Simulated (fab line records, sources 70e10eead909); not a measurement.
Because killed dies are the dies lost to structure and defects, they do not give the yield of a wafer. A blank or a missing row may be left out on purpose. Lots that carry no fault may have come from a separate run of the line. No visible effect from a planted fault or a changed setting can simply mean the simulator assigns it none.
Chamber matching | flow nandHarc | NHARC_A_CHANNEL_HOLE_D1_ETCH_38 on rieDiel-02: 4 sister chambers
The step etches the open film in CF4, target depth 39 nm, time 65 s. 8 wafers are shown with their chamber, then 12 later ones without.

EACH WAFER AND ITS CHAMBER
wafer  | chamber | drypumpMotorCurrentA (A) | rfVppV (V)
L080.3 | 1       | 6.1                      | 152.1
L084.6 | 3       | 5.4                      | 152.5
L086.1 | 3       | 5.4                      | 152.4
L086.2 | 0       | 5.1                      | 151.8
L086.4 | 2       | 6.0                      | 150.3
L089.3 | 1       | 6.1                      | 150.6
L089.4 | 2       | 6.0                      | 149.6
L089.5 | 0       | 5.2                      | 152.5

WAFERS WITHOUT THEIR CHAMBER
wafer  | drypumpMotorCurrentA (A) | rfVppV (V)
L091.1 | 5.2                      | 154.4
L091.3 | 6.1                      | 152.4
L091.4 | 6.0                      | 150.5
L092.1 | 5.4                      | 151.0
L092.2 | 5.1                      | 153.7
L092.5 | 6.1                      | 152.0
L095.1 | 6.0                      | 149.8
L095.2 | 6.1                      | 151.1
L095.4 | 6.0                      | 150.1
L096.1 | 6.0                      | 149.0
L096.3 | 5.4                      | 152.0
L096.4 | 6.1                      | 152.2

THE CHAMBER EACH PASSED THROUGH
wafer  | from the rows above | in truth
L091.1 | 0                   | 0
L091.3 | 1                   | 1
L091.4 | 2                   | 2
L092.1 | 3                   | 3
L092.2 | 0                   | 0
L092.5 | 1                   | 1
L095.1 | 2                   | 2
L095.2 | 1                   | 1
L095.4 | 2                   | 2
L096.1 | 2                   | 2
L096.3 | 3                   | 3
L096.4 | 1                   | 1
Placed correctly: 12 of 12. Can't be placed from these rows: 0. Wrongly placed: 0.
How it was worked out, from the rows above alone: a wafer's distance from a chamber is the root of the sum, over the readings, of the square of ((its reading less the chamber's mean) divided by the reading's scatter). The wafer belongs to the nearest chamber; if the next one is less than 2 further off, it can't be placed. A chamber's mean is the mean of its shown wafers. The scatter: the root of (the sum of the squares of (reading less its chamber's mean) over the shown wafers, divided by (wafers less chambers)).
